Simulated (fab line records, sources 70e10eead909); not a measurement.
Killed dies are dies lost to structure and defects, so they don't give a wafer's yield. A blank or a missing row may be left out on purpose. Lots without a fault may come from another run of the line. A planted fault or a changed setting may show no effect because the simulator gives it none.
fab line records | flow nand_harc | part 1 of 2: steps 1 to 4 of 6
record lots=20 wafers=60 last_day=33
route steps=1302 shown A_STAIRCASE@677
lots that met no fault: from a run of the same line without faults
start_h: hours from the record's first day to the start of the lot's first wafer shown | wait_h: hours since the lot's step before | " the same as in the row above | L1.1+2: a row that stands for several wafers | - no value, or no start given | * or withheld: withheld | < > ~ a bound
route shown NAME@n: a module of which the file shows steps, and the number in the route of the first | usual: mean/standard deviation of fault-free wafers | same: alike in all rows | chamber/n: place in a boat | sites: the reading at each site | _std_site: their standard deviation | _edge_site: outer sites' mean less inner sites' | radius_mm: how far each site lies from the wafer's centre | mask NAME#n: copy n | behind: the tool/chamber that last shaped the wafer | hold: why the lot was held/for how many hours/how that ended | device: the transistor (n, p or np) that didn't switch | end of line: the same wafers' tests at the end of the route | a step without rows: its recipe alone | killed: dies lost to structure and defects at the first sort, not the wafer's yield | map: a wafer's dies, x killed, . not, _ none there
set.NAME: the setting as run; set.NAME@STEP: as run at that earlier step | model.NAME: the simulator's own value behind a step, which no gauge read
steps of the route over a sample of lots; a table a step, a row a wafer
services: from which hour (start_h, from the record's first day; less than 0 if before it) a tool's chamber was out of use, for how many hours, and why
## steps
# step NHARC_A_STAIRCASE_TRIM_20
# recipe time_s=211.2 o2_flow_sccm=500 ar_flow_sccm=0 bias_w=0 chemistry=O2
# usual chamber_pressure_mTorr=60.00/0.061 drypump_motor_current_A=5.6/0.42 oes_product_au=1.000/0.0088 rf_vpp_V=57.7/0.89 showerhead_plenum_p_Torr=3.52/0.15 throttle_valve_pct=17.037/0.009
# columns lot.wafer tool chamber start_h wait_h chamber_pressure_mTorr drypump_motor_current_A oes_product_au rf_hours_counter_h rf_vpp_V showerhead_plenum_p_Torr throttle_valve_pct
L074.4 rie_diel-09 0 338.33 0.1 60.06 5.2 1.002 2 58.3 3.49 17.038
L074.2 " 1 " " 59.93 5.4 1.013 3 58.5 3.68 17.030
L074.1 " 2 " " 60.00 5.6 1.002 3 57.2 3.42 17.033
L075.3 rie_diel-01 0 362.88 0.1 60.02 5.8 0.997 55 56.5 3.30 17.038
L075.1 " 3 " " 59.91 6.5 1.001 50 57.4 3.36 17.028
L075.6 " 2 " " 60.00 5.5 0.994 - 58.2 3.61 17.046
L076.1 rie_diel-01 3 378.02 0.1 59.99 6.6 1.005 54 57.1 3.36 17.027
L076.5 " 2 " " 60.00 5.5 0.999 - 56.8 3.61 17.048
L076.4 " 3 " " 59.99 6.5 1.006 - 59.0 3.36 17.037
L077.4 rie_diel-09 1 378.09 0.1 59.88 5.4 0.998 17 58.7 3.67 17.028
L077.6 " 0 " " 59.98 5.3 0.991 - 57.5 3.48 17.048
L077.5 " 1 " " 59.95 5.4 1.005 - 57.1 3.67 17.036
L078.2 rie_diel-01 3 396.52 0.1 59.90 6.5 0.988 1 58.0 3.36 17.051
L078.1 " 1 " " 60.11 5.2 0.992 2 58.5 3.33 17.043
L078.6 " 3 " " 59.98 6.5 0.990 - 57.3 3.36 17.028
L079.1 rie_diel-09 1 400.92 0.1 59.78 5.4 1.006 24 58.2 3.67 17.036
L079.4 " 3 " " 60.00 5.4 1.001 29 58.0 3.66 17.034
L079.6 " 1 " " 60.03 5.4 1.009 - 58.5 3.67 17.056
L080.2 rie_diel-04 2 401.56 0.1 59.94 5.4 0.999 12 60.3 3.58 17.040
L080.3 " 3 " " 60.02 6.3 0.998 14 57.5 3.80 17.029
L080.5 " 2 " " 59.94 5.4 0.986 - 59.2 3.58 17.046
L081.4 rie_diel-09 2 424.75 0.1 60.06 5.6 1.003 26 58.1 3.41 17.047
L081.3 " 3 " " 59.96 5.4 1.004 38 57.5 3.66 17.030
L081.2 " 1 " " 59.98 5.4 1.006 32 56.9 3.67 17.030
L083.4 rie_diel-04 1 439.60 0.1 59.89 5.8 1.000 20 57.4 3.60 17.037
L083.3 " 3 " " 59.96 6.2 0.998 24 57.9 3.79 17.023
L083.6 " 0 " " 60.02 5.4 0.999 - 57.9 3.46 17.043
L085.1 rie_diel-09 2 460.78 0.1 59.93 5.6 1.010 38 59.0 3.40 17.017
L085.4 " 0 " " 60.00 5.2 1.005 46 58.4 3.46 17.039
L085.3 " 1 " " 59.97 5.4 1.003 40 58.1 3.66 17.027
L084.1 rie_diel-09 2 461.39 0.1 59.93 5.6 1.009 38 57.2 3.40 17.043
L084.6 " 2 " " 60.02 5.6 1.015 - 57.2 3.40 17.053
L084.5 " 3 " " 60.01 5.3 1.014 - 57.4 3.65 17.027
L086.2 rie_diel-04 1 466.65 0.1 59.92 5.8 0.996 30 58.5 3.59 17.015
L086.6 " 2 " " 60.06 5.4 1.012 - 60.2 3.57 17.031
L086.5 " 3 " " 59.95 6.3 1.007 - 58.3 3.79 17.042
L087.2 rie_diel-01 3 473.97 0.1 59.98 6.6 0.994 26 56.7 3.35 17.044
L087.1 " 1 " " 60.00 5.2 0.988 29 55.6 3.31 17.034
L087.6 " 0 " " 59.99 5.8 0.999 - 56.6 3.29 17.029
L090.1 rie_diel-01 0 513.68 0.1 59.99 5.8 1.007 47 57.4 3.28 17.046
L090.4 " 1 " " 60.02 5.2 0.987 49 55.9 3.30 17.041
L090.6 " 3 " " 59.99 6.6 1.003 - 56.2 3.34 17.048
L091.1 rie_diel-09 1 513.83 0.1 59.97 5.4 1.013 1 59.0 3.65 17.039
L091.2 " 3 " " 60.05 5.3 1.004 3 57.9 3.65 17.038
L091.4 " 3 " " 60.00 5.3 1.000 - 58.3 3.65 17.027
L092.4 rie_diel-04 0 527.29 0.1 60.09 5.4 1.001 56 57.0 3.44 17.027
L092.2 " 1 " " 59.95 5.8 0.996 53 57.0 3.58 17.036
L092.6 " 3 " " 60.01 6.3 1.002 - 57.6 3.77 17.033
L094.4 rie_diel-04 1 549.12 0.1 59.91 5.8 0.986 2 59.7 3.58 17.040
L094.1 " 2 " " 59.96 5.4 0.994 2 58.0 3.56 17.057
L094.5 " 3 " " 59.96 6.3 0.998 - 57.6 3.77 17.023
L093.2 rie_diel-09 0 549.40 0.1 60.05 5.2 1.006 20 58.1 3.45 17.045
L093.1 " 2 " " 60.00 5.6 1.007 3 56.9 3.40 17.030
L093.5 " 0 " " 59.93 5.2 1.008 - 57.7 3.45 17.037
L095.4 rie_diel-04 2 565.47 0.1 59.96 5.4 0.995 6 57.3 3.55 17.045
L095.2 " 1 " " 59.88 5.8 0.975 5 58.7 3.58 17.031
L095.5 " 3 " " 60.02 6.3 0.992 - 57.5 3.77 17.034
L097.2 rie_diel-09 1 571.68 0.1 59.99 5.4 1.015 22 58.5 3.64 17.034
L097.4 " 2 " " 60.02 5.5 1.007 5 57.4 3.40 17.038
L097.6 " 2 " " 59.88 5.6 1.008 - 58.1 3.40 17.029
# step NHARC_A_STAIRCASE_TRIM_22
# recipe time_s=211.2 o2_flow_sccm=500 ar_flow_sccm=0 bias_w=0 chemistry=O2
# usual chamber_pressure_mTorr=60.00/0.057 drypump_motor_current_A=5.6/0.41 oes_product_au=1.001/0.0082 rf_vpp_V=57.8/0.88 showerhead_plenum_p_Torr=3.52/0.15 throttle_valve_pct=17.036/0.0093
# columns lot.wafer tool chamber start_h wait_h chamber_pressure_mTorr drypump_motor_current_A oes_product_au rf_hours_counter_h rf_vpp_V showerhead_plenum_p_Torr throttle_valve_pct
L074.2 rie_diel-09 0 - - 59.93 5.2 0.984 2 57.0 3.49 17.062
L074.4 " 1 " " 59.92 5.4 0.993 3 58.2 3.68 17.044
L074.1 " 3 " " 60.03 5.3 1.010 2 57.0 3.68 17.030
L075.1 rie_diel-01 3 - - 59.93 6.6 1.007 50 56.9 3.36 17.054
L075.3 " 0 " " 59.99 5.8 0.981 55 56.8 3.30 17.022
L075.6 " 3 " " 59.98 6.5 1.006 - 58.0 3.36 17.040
L076.1 rie_diel-01 2 - - 60.06 5.5 0.997 55 58.3 3.61 17.028
L076.5 " 2 " " 60.09 5.5 0.989 - 57.7 3.61 17.033
L076.4 " 0 " " 59.98 5.9 0.991 - 58.4 3.30 17.044
L077.4 rie_diel-09 2 - - 59.98 5.6 1.005 17 56.9 3.41 17.030
L077.6 " 2 " " 60.01 5.6 1.006 - 58.1 3.41 17.033
L077.5 " 3 " " 59.96 5.3 1.010 - 57.9 3.67 17.041
L078.2 rie_diel-01 3 - - 60.06 6.5 1.007 2 57.6 3.36 17.040
L078.1 " 1 " " 60.01 5.2 0.994 2 57.5 3.32 17.038
L078.6 " 3 " " 59.99 6.5 0.994 - 57.6 3.36 17.052
L079.1 rie_diel-09 3 - - 60.04 5.3 1.014 29 58.5 3.66 17.022
L079.4 " 1 " " 59.93 5.4 1.009 24 58.5 3.67 17.031
L079.6 " 2 " " 59.97 5.6 1.014 - 58.6 3.41 17.027
L080.2 rie_diel-04 1 - - 60.02 5.8 1.006 10 58.0 3.61 17.034
L080.3 " 2 " " 60.09 5.4 0.998 12 57.0 3.58 17.041
L080.5 " 2 " " 60.08 5.4 0.998 - 58.6 3.58 17.036
L081.3 rie_diel-09 0 - - 59.99 5.2 1.000 37 57.2 3.47 17.045
L081.4 " 1 " " 60.05 5.4 1.012 32 57.7 3.67 17.029
L081.2 " 2 " " 59.96 5.6 1.007 27 58.8 3.41 17.003
L083.4 rie_diel-04 3 - - 60.01 6.3 1.001 25 58.4 3.79 17.035
L083.3 " 0 " " 60.05 5.4 0.999 26 58.1 3.46 17.048
L083.6 " 3 " " 60.06 6.3 0.999 - 57.4 3.79 17.031
L085.1 rie_diel-09 3 - - 60.10 5.3 1.004 49 57.6 3.65 17.046
L085.3 " 0 " " 59.96 5.2 0.995 46 58.2 3.46 17.046
L085.4 " 1 " " 60.05 5.4 0.998 40 58.0 3.66 17.039
L084.1 rie_diel-09 1 - - 59.95 5.4 1.004 40 58.0 3.66 17.038
L084.6 " 0 " " 60.06 5.2 1.006 - 58.1 3.46 17.029
L084.5 " 1 " " 59.96 5.4 0.994 - 58.0 3.66 17.041
L086.2 rie_diel-04 1 - - 60.10 5.8 0.993 30 59.1 3.59 17.019
L086.5 " 3 " " 60.00 6.3 1.003 - 60.4 3.79 17.034
L086.6 " 2 " " 60.00 5.4 0.999 - 57.4 3.57 17.023
L087.2 rie_diel-01 0 - - 59.88 5.8 1.006 29 57.8 3.29 17.042
L087.1 " 1 " " 59.89 5.2 0.998 29 56.8 3.31 17.040
L087.6 " 0 " " 60.04 5.9 1.007 - 58.0 3.29 17.044
L090.4 rie_diel-01 1 - - 60.02 5.2 1.000 49 57.3 3.30 17.026
L090.1 " 3 " " 59.98 6.6 1.000 40 56.4 3.34 17.012
L090.6 " 1 " " 60.01 5.2 0.998 - 57.7 3.30 17.022
L091.2 rie_diel-09 3 - - 60.02 5.4 1.002 3 58.5 3.65 17.037
L091.1 " 0 " " 60.01 5.2 1.006 3 57.8 3.46 17.025
L091.4 " 3 " " 59.99 5.3 1.005 - 57.8 3.65 17.029
L092.4 rie_diel-04 2 - - 60.03 5.4 0.995 52 58.7 3.56 17.031
L092.2 " 3 " " 59.94 6.3 1.003 57 57.9 3.78 17.029
L092.6 " 0 " " 59.99 5.4 0.999 - 57.2 3.44 17.032
L094.1 rie_diel-04 0 - - 59.89 5.4 0.980 3 57.1 3.44 17.032
L094.4 " 3 " " 59.95 6.3 0.999 3 58.7 3.77 17.036
L094.5 " 1 " " 59.91 5.8 1.003 - 58.6 3.58 17.046
L093.2 rie_diel-09 2 - - 60.02 5.6 1.004 3 57.4 3.40 17.054
L093.1 " 3 " " 60.11 5.4 1.001 20 57.8 3.64 17.044
L093.5 " 2 " " 60.07 5.5 1.013 - 57.9 3.40 17.026
L095.4 rie_diel-04 3 - - 60.00 6.3 1.018 7 58.0 3.77 17.047
L095.2 " 0 " " 59.96 5.4 0.992 6 58.0 3.44 17.030
L095.5 " 3 " " 60.04 6.3 1.003 - 57.7 3.77 17.031
L097.2 rie_diel-09 1 - - 60.10 5.4 1.014 22 56.1 3.64 17.041
L097.4 " 0 " " 60.06 5.2 1.009 25 59.3 3.44 17.042
L097.6 " 2 " " 60.02 5.6 1.005 - 57.7 3.40 17.041
# step NHARC_A_STAIRCASE_TRIM_24
# recipe time_s=211.2 o2_flow_sccm=500 ar_flow_sccm=0 bias_w=0 chemistry=O2
# usual chamber_pressure_mTorr=59.99/0.054 drypump_motor_current_A=5.6/0.43 oes_product_au=1.002/0.0085 rf_vpp_V=57.7/0.84 showerhead_plenum_p_Torr=3.52/0.15 throttle_valve_pct=17.035/0.0089
# columns lot.wafer tool chamber start_h wait_h chamber_pressure_mTorr drypump_motor_current_A oes_product_au rf_hours_counter_h rf_vpp_V showerhead_plenum_p_Torr throttle_valve_pct
L074.4 rie_diel-09 3 - - 59.99 5.3 0.997 2 57.8 3.68 17.026
L074.1 " 0 " " 60.01 5.2 1.003 2 58.7 3.49 17.044
L074.2 " 2 " " 59.96 5.6 0.998 4 58.2 3.42 17.040
L075.3 rie_diel-01 2 - - 59.96 5.5 0.994 51 55.9 3.61 17.035
L075.1 " 3 " " 60.01 6.5 1.011 50 57.0 3.36 17.034
L075.6 " 2 " " 60.03 5.5 0.994 - 57.9 3.61 17.018
L077.4 rie_diel-09 0 - - 60.03 5.2 0.993 21 57.4 3.48 17.036
L077.6 " 3 " " 59.96 5.3 1.016 - 57.8 3.67 17.015
L077.5 " 0 " " 60.10 5.2 1.012 - 56.4 3.48 17.040
L076.1 rie_diel-01 2 - - 60.04 5.5 0.992 55 56.4 3.61 17.022
L076.5 " 2 " " 60.00 5.5 0.995 - 58.5 3.61 17.051
L076.4 " 3 " " 59.99 6.6 1.005 - 56.2 3.36 17.053
L078.2 rie_diel-01 1 - - 60.06 5.2 1.006 3 58.3 3.32 17.041
L078.1 " 2 " " 60.04 5.5 0.998 3 58.6 3.60 17.032
L078.6 " 3 " " 59.94 6.6 1.007 - 56.6 3.36 17.028
L079.1 rie_diel-09 0 - - 60.10 5.2 0.983 30 58.1 3.47 17.041
L079.4 " 1 " " 59.97 5.4 0.990 24 57.6 3.67 17.022
L079.6 " 1 " " 60.00 5.4 1.004 - 56.1 3.67 17.028
L080.2 rie_diel-04 1 - - 60.00 5.8 1.002 10 57.8 3.61 17.045
L080.3 " 3 " " 59.97 6.3 1.000 14 59.1 3.80 17.023
L080.5 " 1 " " 60.06 5.8 1.004 - 58.0 3.61 17.042
L081.2 rie_diel-09 3 - - 59.98 5.4 1.019 38 57.7 3.66 17.050
L081.4 " 1 " " 59.99 5.4 1.018 32 57.2 3.67 17.033
L081.3 " 2 " " 59.98 5.6 1.008 27 56.6 3.41 17.043
L083.4 rie_diel-04 1 - - 59.97 5.8 1.008 21 58.7 3.60 17.027
L083.3 " 0 " " 59.97 5.4 0.991 26 57.1 3.46 17.030
L083.6 " 2 " " 60.07 5.4 1.010 - 57.5 3.58 17.026
L085.4 rie_diel-09 1 - - 59.89 5.4 1.005 40 59.0 3.66 17.043
L085.1 " 2 " " 60.06 5.6 1.000 38 58.4 3.40 17.044
L085.3 " 3 " " 59.99 5.3 1.008 49 57.8 3.65 17.024
L084.1 rie_diel-09 2 - - 60.08 5.5 1.011 38 58.6 3.40 17.027
L084.5 " 3 " " 60.19 5.3 1.011 - 58.5 3.65 17.035
L084.6 " 0 " " 59.99 5.2 0.999 - 57.3 3.46 17.024
L086.2 rie_diel-04 3 - - 59.96 6.3 1.002 34 58.4 3.79 17.033
L086.5 " 3 " " 59.89 6.3 1.010 - 59.2 3.79 17.037
L086.6 " 1 " " 59.95 5.8 1.000 - 57.6 3.59 17.037
L087.1 rie_diel-01 0 - - 59.93 5.8 1.004 29 58.0 3.29 17.038
L087.2 " 1 " " 59.89 5.2 0.991 29 57.3 3.31 17.031
L087.6 " 2 " " 59.95 5.5 0.987 - 58.0 3.59 17.025
L090.1 rie_diel-01 3 - - 59.98 6.6 0.996 40 57.6 3.34 17.038
L090.4 " 0 " " 59.89 5.8 0.997 47 56.7 3.28 17.035
L090.6 " 2 " " 60.01 5.5 0.995 - 57.5 3.58 17.036
L091.2 rie_diel-09 1 - - 59.95 5.4 1.004 1 57.6 3.65 17.037
L091.1 " 0 " " 60.07 5.2 1.017 3 57.2 3.46 17.038
L091.4 " 3 " " 60.01 5.3 1.009 - 58.1 3.65 17.044
L092.2 rie_diel-04 0 - - 59.97 5.4 1.000 56 57.9 3.44 17.043
L092.4 " 1 " " 59.94 5.8 1.001 53 57.7 3.58 17.026
L092.6 " 3 " " 60.02 6.3 0.992 - 56.7 3.78 17.028
L094.4 rie_diel-04 0 - - 59.92 5.4 0.992 3 57.3 3.44 17.039
L094.1 " 1 " " 59.96 5.8 1.006 2 58.4 3.58 17.023
L094.5 " 0 " " 59.93 5.4 0.993 - 57.4 3.44 17.042
L093.1 rie_diel-09 3 - - 60.00 5.3 1.011 20 57.1 3.64 17.036
L093.2 " 0 " " 60.06 5.2 1.018 20 57.3 3.45 17.029
L093.5 " 1 " " 59.96 5.4 1.012 - 58.6 3.64 17.027
L095.4 rie_diel-04 3 - - 59.99 6.3 1.003 8 58.8 3.77 17.042
L095.2 " 0 " " 59.98 5.4 0.991 6 58.3 3.44 17.041
L095.5 " 2 " " 60.05 5.4 0.994 - 58.1 3.55 17.030
L097.4 rie_diel-09 3 - - 59.98 5.3 1.015 25 57.5 3.63 17.017
L097.2 " 1 " " 59.97 5.4 1.012 23 59.1 3.64 17.037
L097.6 " 3 " " 59.97 5.3 0.999 - 58.3 3.63 17.039
# step NHARC_A_STAIRCASE_ETCH_27
# recipe target_depth_a=1000 time_s=40.5 ion_energy_ev=400 c4f8_flow_sccm=20 o2_flow_sccm=10 ar_flow_sccm=withheld rf_w=600 bias_w=1000 chemistry=C4F8/O2
# usual chamber_pressure_mTorr=25.002/0.021 oes_product_au=0.943/0.011 rf_vpp_V=895/5.5
# columns lot.wafer tool chamber start_h wait_h chamber_pressure_mTorr oes_product_au rf_hours_counter_h rf_vpp_V
L074.4 rie_diel-09 0 - - 25.008 0.936 2 894
L074.1 " 2 " " 25.021 0.954 4 892
L074.2 " 3 " " 25.045 0.955 3 901
L075.3 rie_diel-01 3 - - 24.984 0.933 51 889
L075.1 " 0 " " 25.023 0.920 55 889
L075.6 " 0 " " 25.016 0.935 - 888
L077.4 rie_diel-09 3 - - 25.004 0.958 21 901
L077.6 " 1 " " 25.007 0.951 - 901
L077.5 " 2 " " 25.041 0.958 - 891
L076.1 rie_diel-01 3 - - 25.031 0.946 54 890
L076.4 " 0 " " 24.997 0.948 - 888
L076.5 " 3 " " 24.971 0.965 - 891
L078.2 rie_diel-01 0 - - 25.007 0.951 2 887
L078.1 " 2 " " 24.985 0.937 3 899
L078.6 " 0 " " 25.009 0.946 - 887
L079.1 rie_diel-09 2 - - 25.000 0.943 24 894
L079.4 " 3 " " 24.998 0.952 30 902
L079.6 " 2 " " 25.013 0.942 - 892
L080.3 rie_diel-04 0 - - 25.005 0.946 13 894
L080.2 " 2 " " 24.996 0.942 12 899
L080.5 " 0 " " 25.034 0.967 - 892
L081.3 rie_diel-09 0 - - 25.036 0.936 38 894
L081.4 " 1 " " 24.979 0.946 32 901
L081.2 " 2 " " 24.970 0.957 27 890
L083.4 rie_diel-04 2 - - 24.979 0.945 21 897
L083.3 " 0 " " 24.961 0.934 26 893
L083.6 " 2 " " 25.001 0.951 - 898
L085.1 rie_diel-09 2 - - 24.996 0.953 38 891
L085.3 " 0 " " 25.010 0.948 46 895
L085.4 " 1 " " 25.000 0.939 40 903
L084.1 rie_diel-09 2 - - 24.974 0.959 38 892
L084.6 " 3 " " 24.979 0.950 - 900
L084.5 " 0 " " 25.001 0.942 - 893
L086.2 rie_diel-04 3 - - 25.041 0.941 35 906
L086.5 " 2 " " 24.961 0.940 - 897
L086.6 " 3 " " 25.008 0.940 - 905
L087.1 rie_diel-01 0 - - 25.044 0.948 29 885
L087.2 " 2 " " 25.013 0.958 27 899
L087.6 " 0 " " 24.978 0.938 - 888
L090.4 rie_diel-01 3 - - 25.022 0.938 41 888
L090.1 " 1 " " 25.018 0.923 49 886
L090.6 " 3 " " 25.011 0.926 - 888
L091.1 rie_diel-09 3 - - 25.000 0.956 3 901
L091.2 " 1 " " 25.002 0.950 1 900
L091.4 " 3 " " 24.971 0.956 - 900
L092.4 rie_diel-04 3 - - 25.014 0.942 57 904
L092.2 " 1 " " 24.994 0.936 53 897
L092.6 " 3 " " 25.004 0.944 - 904
L094.1 rie_diel-04 3 - - 24.999 0.932 3 905
L094.4 " 1 " " 24.988 0.922 3 899
L094.5 " 2 " " 25.034 0.922 - 897
L093.1 rie_diel-09 2 - - 24.984 0.937 4 892
L093.2 " 1 " " 25.008 0.956 18 900
L093.5 " 3 " " 25.025 0.943 - 898
L095.4 rie_diel-04 0 - - 24.996 0.911 6 892
L095.2 " 3 " " 25.025 0.937 8 904
L095.5 " 0 " " 25.013 0.918 - 892
L097.4 rie_diel-09 2 - - 25.034 0.960 6 891
L097.2 " 3 " " 25.027 0.941 26 899
L097.6 " 0 " " 24.998 0.937 - 892
